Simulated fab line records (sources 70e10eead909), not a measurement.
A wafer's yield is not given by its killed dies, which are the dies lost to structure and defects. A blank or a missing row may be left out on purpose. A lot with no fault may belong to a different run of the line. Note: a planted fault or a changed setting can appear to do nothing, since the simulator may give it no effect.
fab line records	flow nand_harc
record: lots: 7	wafers: 21	last_day: 33
route steps=1302 shown A_BONDPAD@1215
lots with no fault: from the same line, run without faults
start_h: the number of hours between the record's first day and the start of the first shown wafer of the lot	wait_h: hours from the lot's prior step to this one	" as in the row above	L1.1+2: one row covering several wafers at once	- no value present, or no start provided	* or withheld: withheld	< > ~ a bound
route shown NAME@n: names a module that has steps shown in the file, with the first one's number in the route	usual: mean and standard deviation over wafers with no fault	same: alike in all rows	chamber/n: place in a boat	sites: readings site by site	_std_site: the standard deviation of these	_edge_site: outer sites' mean less inner sites'	radius_mm: how far each site lies from the wafer's centre	mask NAME#n: copy n	behind: tool/chamber where the wafer was last shaped	hold: why the lot was held/for how many hours/how that ended	device: which transistor (n, p or np) failed to switch	end of line: the tests these same wafers got at the end of their route	step lacking rows: just its recipe	killed: not the wafer's yield, but the dies lost to structure and defects at the first sort	map: shows each die of a wafer: x if killed, . if not, _ if none is there
set.NAME: the run value of the setting; set.NAME@STEP: its run value at that earlier step	model.NAME: the simulator's own value behind a step, which no gauge read
lots seen at some steps along the route; tables by step, rows by wafer
services: from which hour (start_h, from the record's first day; less than 0 if before it) a tool's chamber was out of use, for how many hours, and why
== steps ==
step: NHARC_A_BONDPAD_CD_MEAS_09
recipe: target_cd_nm: 500	landing_energy_ev: 500
usual: cd_nm: 499.5/2.1
lot.wafer	tool	chamber	start_h	wait_h	cd_nm
L138.2	cd_sem-03	0	565.98	-	500.9
L138.5	"	0	"	"	496.9
L138.6	"	0	"	"	496.0
L146.3	cd_sem-03	0	648.66	-	497.9
L146.4	"	0	"	"	496.3
L146.5	"	0	"	"	494.9
L147.1	cd_sem-03	0	672.77	-	502.1
L147.4	"	0	"	"	502.8
L147.6	"	0	"	"	502.8
L150.1	cd_sem-01	0	676.44	-	502.7
L150.2	"	0	"	"	496.8
L150.3	"	0	"	"	497.6
L148.1	cd_sem-02	0	676.74	-	501.7
L148.2	"	0	"	"	499.9
L148.6	"	0	"	"	500.9
L155.1	cd_sem-03	0	734.67	-	498.9
L155.2	"	0	"	"	500.3
L155.3	"	0	"	"	496.2
L157.1	cd_sem-01	0	745.95	-	496.0
L157.2	"	0	"	"	496.8
L157.3	"	0	"	"	498.9
step: NHARC_A_BONDPAD_OVL_MEAS_35
usual: overlay_x_nm: 0/4	overlay_y_nm: 1/6.9
lot.wafer	tool	chamber	start_h	wait_h	overlay_x_nm	overlay_y_nm
L138.2	overlay-01	-	566.06	-	4	4
L138.5	"	-	"	"	5	5
L138.6	"	-	"	"	5	4
L146.3	overlay-01	-	648.75	-	-2	3
L146.4	"	-	"	"	-2	3
L146.5	"	-	"	"	-2	3
L147.1	overlay-02	-	672.86	-	1	0
L147.4	"	-	"	"	1	0
L147.6	"	-	"	"	1	0
L150.1	overlay-02	-	676.54	-	10	1
L150.2	"	-	"	"	10	0
L150.3	"	-	"	"	10	0
L148.1	overlay-01	-	676.83	-	4	-15
L148.2	"	-	"	"	4	-14
L148.6	"	-	"	"	4	-14
L155.1	overlay-02	-	734.76	-	-10	-9
L155.2	"	-	"	"	-10	-10
L155.3	"	-	"	"	-10	-10
L157.1	overlay-02	-	746.04	-	1	13
L157.2	"	-	"	"	1	13
L157.3	"	-	"	"	1	13
step: NHARC_A_BONDPAD_HARDBAKE_10
recipe: temp_c: 118	time_s: 65
step: NHARC_A_BONDPAD_DESCUM_11
recipe: time_s: 3	o2_flow_sccm: 200	ar_flow_sccm: 0	bias_power_w: 0	chemistry: O2
usual: drypump_motor_current_A: 6.0/0.38	oes_product_au: 0.998/0.014	rf_vpp_V: 57.6/0.87	showerhead_plenum_p_Torr: 1.90/0.099	throttle_valve_pct: 11.311/0.0097
lot.wafer	tool	chamber	start_h	wait_h	drypump_motor_current_A	oes_product_au	rf_hours_counter_h	rf_vpp_V	showerhead_plenum_p_Torr	throttle_valve_pct
L138.2	rie_diel-11	2	566.19	-	6.5	1.008	4	57.7	2.03	11.313
L138.5	"	2	"	"	6.5	1.004	-	59.5	2.03	11.317
L138.6	"	3	"	"	5.6	0.989	-	58.8	2.01	11.322
L146.3	rie_diel-11	2	648.87	-	6.6	1.000	1	57.2	2.03	11.319
L146.4	"	3	"	"	5.7	1.001	1	58.4	2.01	11.312
L146.5	"	2	"	"	6.6	0.994	-	57.4	2.03	11.297
L147.1	rie_diel-11	1	673.00	-	6.2	1.023	1	56.5	1.83	11.303
L147.4	"	2	"	"	6.5	0.992	1	58.7	2.03	11.323
L147.6	"	0	"	"	5.9	0.971	-	56.0	1.79	11.310
L150.2	rie_diel-04	3	676.66	-	5.3	1.026	43	56.7	1.78	11.299
L150.1	"	0	"	"	6.0	0.992	45	58.5	1.91	11.315
L150.3	"	2	"	"	5.2	1.022	49	58.0	1.89	11.319
L148.1	rie_diel-04	3	676.96	-	5.4	1.024	43	57.2	1.78	11.319
L148.2	"	1	"	"	5.6	0.985	50	57.7	1.84	11.321
L148.6	"	3	"	"	5.4	1.020	-	56.8	1.78	11.296
L155.2	rie_diel-07	2	734.89	-	5.9	1.004	15	57.5	1.89	11.299
L155.3	"	3	"	"	6.1	0.972	17	57.7	1.77	11.318
L155.1	"	0	"	"	6.6	0.984	16	56.2	1.82	11.300
L157.3	rie_diel-11	2	746.17	-	6.5	1.006	4	58.0	2.03	11.307
L157.2	"	3	"	"	5.7	1.002	4	58.5	2.01	11.322
L157.1	"	0	"	"	6.0	0.985	4	56.7	1.79	11.313
step: NHARC_A_BONDPAD_ETCH_34
recipe: target_depth_a: 600	overetch_a: 180	time_s: 65.91	ion_energy_ev: 200	n2_flow_sccm: 150	h2_flow_sccm: 150	ar_flow_sccm: 0	rf_w: 400	bias_w: 150	chemistry: N2/H2
usual: drypump_motor_current_A: 6.0/0.39	oes_product_au: 0.997/0.014	rf_vpp_V: 430/3.1	showerhead_plenum_p_Torr: 2.03/0.11	throttle_valve_pct: 14.172/0.0087
lot.wafer	tool	chamber	start_h	wait_h	drypump_motor_current_A	oes_product_au	rf_hours_counter_h	rf_vpp_V	showerhead_plenum_p_Torr	throttle_valve_pct
L138.2	rie_diel-11	1	566.29	0.1	6.2	0.998	4	428	1.95	14.179
L138.5	"	3	"	"	5.6	0.989	-	434	2.15	14.174
L138.6	"	0	"	"	5.9	0.998	-	426	1.91	14.151
L146.3	rie_diel-11	1	648.96	0.1	6.3	1.026	1	428	1.95	14.177
L146.4	"	2	"	"	6.6	0.972	1	433	2.17	14.179
L146.5	"	1	"	"	6.2	1.024	-	428	1.95	14.162
L147.1	rie_diel-11	3	673.09	0.1	5.7	1.003	1	434	2.15	14.168
L147.4	"	0	"	"	5.9	0.968	1	426	1.91	14.166
L147.6	"	1	"	"	6.2	1.017	-	429	1.95	14.172
L150.3	rie_diel-04	1	676.75	0.1	5.5	1.003	50	428	1.96	14.186
L150.1	"	2	"	"	5.2	1.026	49	430	2.01	14.172
L150.2	"	0	"	"	6.0	0.985	45	430	2.03	14.174
L148.2	rie_diel-04	0	677.05	0.1	5.9	0.975	45	431	2.03	14.168
L148.1	"	1	"	"	5.5	0.983	50	428	1.96	14.164
L148.6	"	3	"	"	5.4	1.022	-	426	1.89	14.164
L155.3	rie_diel-07	2	734.97	0.1	5.9	0.991	15	430	2.02	14.160
L155.1	"	3	"	"	6.1	0.979	17	426	1.88	14.175
L155.2	"	1	"	"	5.5	1.001	16	430	2.01	14.171
L157.1	rie_diel-11	1	746.25	0.1	6.3	1.007	4	427	1.95	14.181
L157.3	"	3	"	"	5.6	0.996	4	433	2.15	14.165
L157.2	"	0	"	"	6.0	0.990	4	426	1.91	14.181
step: NHARC_A_BONDPAD_ETCH_12
recipe: target_depth_a: 2200	time_s: 110	chf3_flow_sccm: 50	o2_flow_sccm: 10	ar_flow_sccm: 200	rf_w: 500	bias_w: 200	chemistry: CHF3/O2
usual: drypump_motor_current_A: 6.0/0.37	oes_product_au: 0.941/0.023	rf_vpp_V: 370.0/2.7	showerhead_plenum_p_Torr: 2.38/0.12	throttle_valve_pct: 20.573/0.0092
lot.wafer	tool	chamber	start_h	wait_h	drypump_motor_current_A	oes_product_au	rf_hours_counter_h	rf_vpp_V	showerhead_plenum_p_Torr	throttle_valve_pct
L138.2	rie_diel-11	3	-	-	5.7	0.951	4	372.8	2.52	20.560
L138.6	"	0	"	"	5.9	0.963	-	367.7	2.26	20.568
L138.5	"	1	"	"	6.2	0.972	-	366.7	2.31	20.572
L146.3	rie_diel-11	2	-	-	6.5	0.959	1	372.4	2.54	20.580
L146.4	"	3	"	"	5.7	0.960	1	372.9	2.52	20.584
L146.5	"	1	"	"	6.2	1.004	-	368.6	2.31	20.575
L147.1	rie_diel-11	3	-	-	5.7	0.943	1	373.5	2.52	20.581
L147.4	"	2	"	"	6.5	0.934	1	373.0	2.54	20.567
L147.6	"	0	"	"	5.9	0.923	-	367.6	2.26	20.583
L150.2	rie_diel-04	0	-	-	6.0	0.916	45	370.0	2.39	20.573
L150.1	"	1	"	"	5.5	0.923	50	369.1	2.32	20.570
L150.3	"	3	"	"	5.4	0.943	43	366.4	2.24	20.573
L148.2	rie_diel-04	2	-	-	5.1	0.948	49	368.0	2.37	20.565
L148.1	"	0	"	"	6.0	0.919	45	371.0	2.39	20.581
L148.6	"	3	"	"	5.3	0.940	-	368.9	2.24	20.581
L155.1	rie_diel-07	3	-	-	6.1	0.904	17	367.8	2.23	20.592
L155.3	"	0	"	"	6.6	0.912	16	368.3	2.29	20.568
L155.2	"	1	"	"	5.5	0.924	16	370.0	2.37	20.578
L157.2	rie_diel-11	1	-	-	6.2	0.948	4	367.8	2.30	20.570
L157.3	"	2	"	"	6.6	0.947	4	372.3	2.54	20.564
L157.1	"	3	"	"	5.7	0.948	4	372.2	2.52	20.571
step: NHARC_A_BONDPAD_CD_MEAS_13
usual: cd_nm: 498.9/2.3
lot.wafer	tool	chamber	start_h	wait_h	cd_nm
L138.2	cd_sem-01	-	566.50	-	498.8
L138.5	"	-	"	"	496.1
L138.6	"	-	"	"	495.2
L146.3	cd_sem-03	-	649.19	-	495.5
L146.4	"	-	"	"	497.8
L146.5	"	-	"	"	494.1
L147.1	cd_sem-03	-	673.30	-	501.5
L147.4	"	-	"	"	503.2
L147.6	"	-	"	"	500.1
L150.1	cd_sem-01	-	676.98	-	503.3
L150.2	"	-	"	"	497.8
L150.3	"	-	"	"	497.6
L148.1	cd_sem-01	-	677.27	-	503.0
L148.2	"	-	"	"	497.9
L148.6	"	-	"	"	503.1
L155.1	cd_sem-03	-	735.20	-	497.6
L155.2	"	-	"	"	497.7
L155.3	"	-	"	"	494.4
L157.1	cd_sem-02	-	746.48	-	494.5
L157.2	"	-	"	"	496.9
L157.3	"	-	"	"	496.5
step: NHARC_A_BONDPAD_STRIP_15
recipe: o2_flow_sccm: 500	ar_flow_sccm: 0	bias_w: 0	chemistry: O2
step: NHARC_A_BONDPAD_ETCH_24
recipe: target_depth_a: 300	over_etch_frac: 0.3	time_s: 72.99	ion_energy_ev: 150	cf4_flow_sccm: 50	n2_flow_sccm: 100	ar_flow_sccm: 150	rf_w: 300	bias_w: 100	chemistry: CF4/N2
step: NHARC_A_BONDPAD_STRIP_16
recipe: time_s: 600	temp_c: 30	chemistry: post_etch_residue_remover
step: NHARC_A_BONDPAD_DEGAS_25
recipe: temp_c: 300	time_s: 60
step: NHARC_A_BONDPAD_PRE_CLEAN_26
recipe: time_s: 30	temp_c: 280	gas: H2/He
usual: heater_power_w: 395/30	susceptor_temp_C: 280.02/0.19
lot.wafer	tool	chamber	start_h	wait_h	heater_power_w	susceptor_temp_C
L138.2	pvd_sputter-01	-	-	-	361	279.83
L138.5	"	-	"	"	387	280.12
L138.6	"	-	"	"	357	280.08
L146.4	pvd_sputter-02	-	-	-	438	-
L146.3	"	-	"	"	387	-
L146.5	"	-	"	"	401	-
L147.4	pvd_sputter-03	-	-	-	344	280.25
L147.1	"	-	"	"	392	279.92
L147.6	"	-	"	"	389	280.30
L150.2	pvd_sputter-02	-	-	-	415	279.96
L150.1	"	-	"	"	412	279.86
L150.3	"	-	"	"	424	279.92
L148.2	pvd_sputter-01	-	-	-	350	279.92
L148.1	"	-	"	"	412	279.78
L148.6	"	-	"	"	351	279.82
L155.1	pvd_sputter-03	-	-	-	368	280.13
L155.3	"	-	"	"	372	280.01
L155.2	"	-	"	"	377	280.08
L157.2	pvd_sputter-03	-	-	-	382	280.10
L157.3	"	-	"	"	395	280.46
L157.1	"	-	"	"	376	279.87
step: NHARC_A_BONDPAD_PVD_17
recipe: target_thk_a: 50	bias_v: 168.6	power_w: 15000	chamber_pressure_pa: 0.12	time_s: 8.06	substrate_temp_c: 50	material: TaN
usual: bias_v: 168.7/1.8	cathode_dc_power_W: 15000/2.8	throttle_valve_pct: 29.7/0.8
lot.wafer	tool	chamber	start_h	wait_h	bias_v	cathode_dc_power_W	throttle_valve_pct
L138.2	pvd_sputter-01	-	567.28	-	171.6	15003	29.6
L138.5	"	-	"	"	167.7	15000	29.6
L138.6	"	-	"	"	168.7	15001	29.3
L146.3	pvd_sputter-02	-	649.92	-	-	-	-
L146.4	"	-	"	"	-	-	-
L146.5	"	-	"	"	-	-	-
L147.1	pvd_sputter-03	-	674.04	-	-	-	-
L147.4	"	-	"	"	-	-	-
L147.6	"	-	"	"	-	-	-
L150.1	pvd_sputter-02	-	677.72	-	168.0	15001	29.8
L150.2	"	-	"	"	169.5	15003	29.1
L150.3	"	-	"	"	169.9	15000	29.8
L148.2	pvd_sputter-01	-	678.01	-	-	-	-
L148.1	"	-	"	"	-	-	-
L148.6	"	-	"	"	-	-	-
L155.3	pvd_sputter-03	-	735.94	-	169.0	14997	29.8
L155.1	"	-	"	"	167.0	14998	29.8
L155.2	"	-	"	"	167.2	15000	30.5
L157.1	pvd_sputter-03	-	747.21	-	170.0	14999	29.4
L157.3	"	-	"	"	171.5	15005	30.5
L157.2	"	-	"	"	170.0	14997	29.1
step: NHARC_A_BONDPAD_PVD_27
recipe: target_thk_a: 300	chamber_pressure_pa: 5	power_w: 5000	substrate_temp_c: 30	time_s: 20.49	material: Cu
usual: cathode_dc_power_W: 5000.1/0.8	chamber_pressure_pa: 5.001/0.0099	throttle_valve_pct: 29.6/0.87
lot.wafer	tool	chamber	start_h	wait_h	cathode_dc_power_W	chamber_pressure_pa	throttle_valve_pct
L138.2	pvd_sputter-01	-	-	-	5001.3	5.004	27.7
L138.5	"	-	"	"	5000.3	5.006	28.2
L138.6	"	-	"	"	4999.9	5.006	29.4
L146.4	pvd_sputter-02	-	-	-	4998.8	4.995	28.8
L146.3	"	-	"	"	5000.6	4.991	32.0
L146.5	"	-	"	"	5001.6	5.003	29.1
L147.1	pvd_sputter-03	-	-	-	5000.6	4.998	30.3
L147.4	"	-	"	"	5000.9	4.985	29.5
L147.6	"	-	"	"	5000.8	4.999	30.0
L150.3	pvd_sputter-02	-	-	-	4999.4	4.993	29.6
L150.2	"	-	"	"	4998.6	5.021	32.0
L150.1	"	-	"	"	5000.0	5.013	29.8
L148.1	pvd_sputter-01	-	-	-	4998.9	5.006	29.8
L148.2	"	-	"	"	5000.7	4.997	29.3
L148.6	"	-	"	"	4999.4	5.001	29.9
L155.3	pvd_sputter-03	-	-	-	4999.2	4.997	29.6
L155.2	"	-	"	"	4999.9	5.017	29.8
L155.1	"	-	"	"	4998.9	5.003	30.6
L157.2	pvd_sputter-03	-	-	-	5001.0	5.015	29.7
L157.3	"	-	"	"	5000.0	4.996	29.8
L157.1	"	-	"	"	5000.3	4.995	30.6
== services ==
tool	chamber	start_h	hours	kind
pvd_sputter-03	-	551.68	0.6	repair
pvd_sputter-03	-	558.85	0.9	repair
pvd_sputter-03	-	562.84	2.1	repair
rie_diel-11	0	564.01	-	clean
rie_diel-11	1	564.01	-	clean
rie_diel-11	2	564.01	-	clean
rie_diel-11	3	564.01	-	clean
pvd_sputter-03	-	571.23	4.5	repair
pvd_sputter-01	-	585.81	10.0	pm
rie_diel-11	0	588.51	-	clean
rie_diel-11	1	588.51	-	clean
rie_diel-11	2	588.51	-	clean
rie_diel-11	3	588.51	-	clean
rie_diel-11	-	609.50	9.0	pm
rie_diel-11	0	609.50	9.0	vent_cycle
pvd_sputter-03	-	628.77	1.0	repair
pvd_sputter-02	-	638.33	10.0	pm
rie_diel-07	-	648.27	9.0	pm
pvd_sputter-01	-	657.84	2.3	repair
pvd_sputter-01	-	674.27	1.3	repair
rie_diel-07	0	697.23	3.6	repair
pvd_sputter-03	-	704.01	10.0	pm
rie_diel-04	-	710.98	9.0	pm
rie_diel-11	-	740.67	0.3	repair
== key ==
first_sign: step: NHARC_A_BONDPAD_PVD_17	reading: tool_record	direction: missing
effect none on later readings
met_at NHARC_A_BONDPAD_PVD_17
struck_wafers L146.3,L146.4,L146.5,L147.1,L147.4,L147.6,L148.1,L148.2,L148.6
later_rows_left_out L146.3,L146.4,L146.5,L147.1,L147.4,L147.6,L148.1,L148.2,L148.6
sort_left_out L146.3,L146.4,L146.5,L147.1,L147.4,L147.6,L148.1,L148.2,L148.6
onset_between 567.28 649.92
fault: kind: skipped_step_whole	tool: pvd_sputter-01,pvd_sputter-02,pvd_sputter-03	chamber: -	onset_h: 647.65	steps: NHARC_A_BONDPAD_PVD_17	scope: struck_lots_only
sort_left_out: the simulated sort isn't trusted on such a fault, so these wafers' sort isn't shown, and their yield isn't known
later_rows_left_out: the simulator's readings of these wafers behind a module that went badly wrong aren't trusted and aren't shown, but for the sort
